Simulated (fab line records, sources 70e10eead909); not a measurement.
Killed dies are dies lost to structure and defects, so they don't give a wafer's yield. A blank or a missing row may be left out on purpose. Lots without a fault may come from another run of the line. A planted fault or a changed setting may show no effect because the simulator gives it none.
Chamber matching | flow nand_harc | NHARC_A_STAIRCASE_DEP_301 on pecvd-03: 3 sister chambers
The step deposits SiON, target thk 30 nm. 18 wafers are shown with their chamber, then 9 later ones without.

WAFERS WITH THEIR CHAMBER
wafer  | chamber | heater_power_w (W)
L076.2 | 1       | 631
L076.3 | 0       | 691
L076.6 | 1       | 645
L078.2 | 2       | 671
L078.5 | 0       | 777
L078.6 | 2       | 683
L077.1 | 0       | 708
L077.4 | 0       | 711
L077.6 | 1       | 715
L083.1 | 2       | 779
L083.4 | 2       | 758
L083.5 | 1       | 697
L082.1 | 1       | 664
L082.2 | 2       | 766
L082.4 | 0       | 807
L086.1 | 0       | 849
L086.2 | 2       | 731
L086.4 | 1       | 701

SIGNATURES (means of the wafers above)
reading        | chamber 0 | chamber 1 | chamber 2 | scatter within a chamber
heater_power_w | 757.17    | 675.50    | 731.33    | 49.1
Rule: a wafer's distance from a chamber is the root of the sum, over the readings, of the square of ((its reading less the chamber's mean) divided by the reading's scatter). The wafer belongs to the nearest chamber; if the next one is less than 2 further off, it can't be placed. The scatter: the root of (the sum of the squares of (reading less its chamber's mean) over the shown wafers, divided by (wafers less chambers)).

WAFERS WITHOUT THEIR CHAMBER
wafer  | heater_power_w (W)
L089.4 | 783
L089.5 | 817
L089.6 | 719
L093.2 | 818
L093.5 | 826
L093.6 | 623
L096.1 | 634
L096.3 | 698
L096.4 | 642

WHICH CHAMBER EACH WENT THROUGH
wafer  | from the rows above          | in truth
L089.4 | can't be placed: 0 or 2 or 1 | 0
L089.5 | can't be placed: 0 or 2 or 1 | 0
L089.6 | can't be placed: 2 or 0 or 1 | 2
L093.2 | can't be placed: 0 or 2 or 1 | 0
L093.5 | can't be placed: 0 or 2 or 1 | 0
L093.6 | can't be placed: 1 or 2 or 0 | 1
L096.1 | can't be placed: 1 or 2 or 0 | 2
L096.3 | can't be placed: 1 or 2 or 0 | 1
L096.4 | can't be placed: 1 or 2 or 0 | 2
Placed correctly: 0 of 9. Can't be placed from these rows: 9 (the true chamber is among the candidates in 9). Placed wrongly: 0.
